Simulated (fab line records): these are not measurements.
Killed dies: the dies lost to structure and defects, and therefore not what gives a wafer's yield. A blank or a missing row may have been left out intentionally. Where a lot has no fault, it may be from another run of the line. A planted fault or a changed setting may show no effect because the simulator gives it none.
fab line records -- flow n5_finfet
record: lots: 7, wafers: 39
route steps=1938 shown BEOL_M7@1320
start_h: start of the lot's first displayed wafer, in hours after the record's first day -- wait_h: hours since the lot's step before -- " identical to the entry in the row above -- L1.1+2: several wafers, shown together as one row -- - no value present, or no start provided -- * or withheld: withheld -- < > ~ a bound
route shown NAME@n: NAME is a module with steps in the file, n the number in the route of the first one -- usual: average and standard deviation across the fault-free wafers -- same: alike in all rows -- chamber/n: place in a boat -- sites: per-site readings -- _std_site: how widely they spread, as a standard deviation -- _edge_site: outer sites' mean less inner sites' -- radius_mm: how far each site lies from the wafer's centre -- mask NAME#n: copy n -- behind: the last tool/chamber to shape the wafer -- hold: why the lot was held/for how many hours/how that ended -- device: the transistor (n, p or np) that didn't switch -- end of line: the tests these same wafers got at the end of their route -- for a step that has no rows: nothing shown but its recipe -- killed: at the first sort, the dies lost to defects and structure; wafer yield is something else -- map: a wafer's dies, marking killed ones x, the rest . and places with no die _
set.NAME: the setting the step ran with; set.NAME@STEP: the setting that earlier step ran with -- model.NAME: the simulator's own value behind a step, which no gauge read
lots where settings were altered on purpose, with a table for each step and a row for each wafer
== steps ==
step: N5_BEOL_M7_ALD_77
recipe: material: TaN, target_thk_a: 20, temp_c: 275, ald_precursor_family: PDMAT, ald_co_reactant: NH3, pressure_torr: 3, carrier_flow_sccm: 1500, pulse_time_s: 2, purge_time_s: 3, co_reactant_purge_time_s: 2, co_reactant_pulse_time_s: 3, ald_cycles: 40, precursor_vessel_temp_c: 75, precursor_vessel_pressure_torr: 26.25, precursor_vessel_carrier_sccm: 1000
lot.wafer,tool,chamber,start_h,wait_h,set.ald_cycles,model.TaN_of_BEOL_M7_ALD_77.thk_nm
L075.1+2+3+4+5+6,ald_metal-01,"3,0,2,1,0,1",190.95,0.0,40,2
L080.2+5+6,ald_metal-01,"1,3,0",229.13,0.0,40,2
L084.1+4+6,ald_metal-02,"0,1,0",255.18,0.1,40,2
L084.2+3+5,ald_metal-02,"2,3,1",255.18,0.1,33,1.6
L089.1+3+4,ald_metal-03,"2,0,3",291.63,0.0,40,2
L089.2+5+6,ald_metal-03,"1,1,0",291.63,0.0,28,1.4
L090.1+3+6,ald_metal-03,"2,0,3",298.92,0.3,25,1.2
L090.2+4+5,ald_metal-03,"1,3,2",298.92,0.3,40,2
L092.1,ald_metal-02,1,316.25,0.0,30,1.6
L092.2+3+4,ald_metal-02,"0,2,3",316.25,0.0,40,2
L092.5+6,ald_metal-02,"0,3",316.25,0.0,30,1.4
L096.1+2+3,ald_metal-03,"2,3,0",332.25,0.1,40,2
L096.4+5+6,ald_metal-03,"1,3,0",332.25,0.1,58,3
== key ==
split: step: N5_BEOL_M7_ALD_77, setting: ald_cycles, stated: 40, by: wafer
response: step: N5_BEOL_M7_ALD_77, reading: model.TaN_of_BEOL_M7_ALD_77.thk_nm, change: +0.0215, per: 1%, r: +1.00
